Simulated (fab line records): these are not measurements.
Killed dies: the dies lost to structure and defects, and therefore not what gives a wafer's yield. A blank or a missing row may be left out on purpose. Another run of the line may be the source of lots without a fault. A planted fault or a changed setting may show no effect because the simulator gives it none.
Chamber matching / flow n5_finfet / N5_BEOL_M1_ALD_84 on ald_metal-01: 4 sister chambers
The step deposits TaN, pulse time 2 s, purge time 3 s, co reactant purge time 2 s. 4 wafers are shown with their chamber, then 7 later ones without.

## EACH WAFER AND ITS CHAMBER
wafer=L082.5; chamber=3; heater_power_w (W)=411
wafer=L085.5; chamber=0; heater_power_w (W)=398
wafer=L086.1; chamber=1; heater_power_w (W)=365
wafer=L086.3; chamber=2; heater_power_w (W)=369

## WAFERS WITHOUT THEIR CHAMBER
wafer=L086.5; heater_power_w (W)=411
wafer=L087.1; heater_power_w (W)=368
wafer=L087.3; heater_power_w (W)=398
wafer=L087.6; heater_power_w (W)=365
wafer=L095.1; heater_power_w (W)=361
wafer=L095.4; heater_power_w (W)=374
wafer=L095.5; heater_power_w (W)=396

## EACH ONE'S CHAMBER
wafer=L086.5; from the rows above=3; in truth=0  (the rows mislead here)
wafer=L087.1; from the rows above=can't be placed: 2 or 1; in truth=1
wafer=L087.3; from the rows above=0; in truth=0
wafer=L087.6; from the rows above=can't be placed: 1 or 2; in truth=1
wafer=L095.1; from the rows above=can't be placed: 1 or 2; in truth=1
wafer=L095.4; from the rows above=can't be placed: 2 or 1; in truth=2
wafer=L095.5; from the rows above=0; in truth=0
Placed correctly: 2 of 7. These rows do not allow placing 4 (true chamber among the candidates in 4). Number placed wrongly: 1.
How it was worked out, from the rows above alone: a wafer's distance from a chamber is the root of the sum, over the readings, of the square of ((its reading less the chamber's mean) divided by the reading's scatter). If the next closest chamber is less than 2 further off than the closest, the wafer can't be placed; otherwise it belongs to the closest. For every chamber, the mean is computed from those of its wafers that are shown. The scatter: root of mean squared gap, hidden wafer to nearest shown wafer, with one shown wafer a chamber.
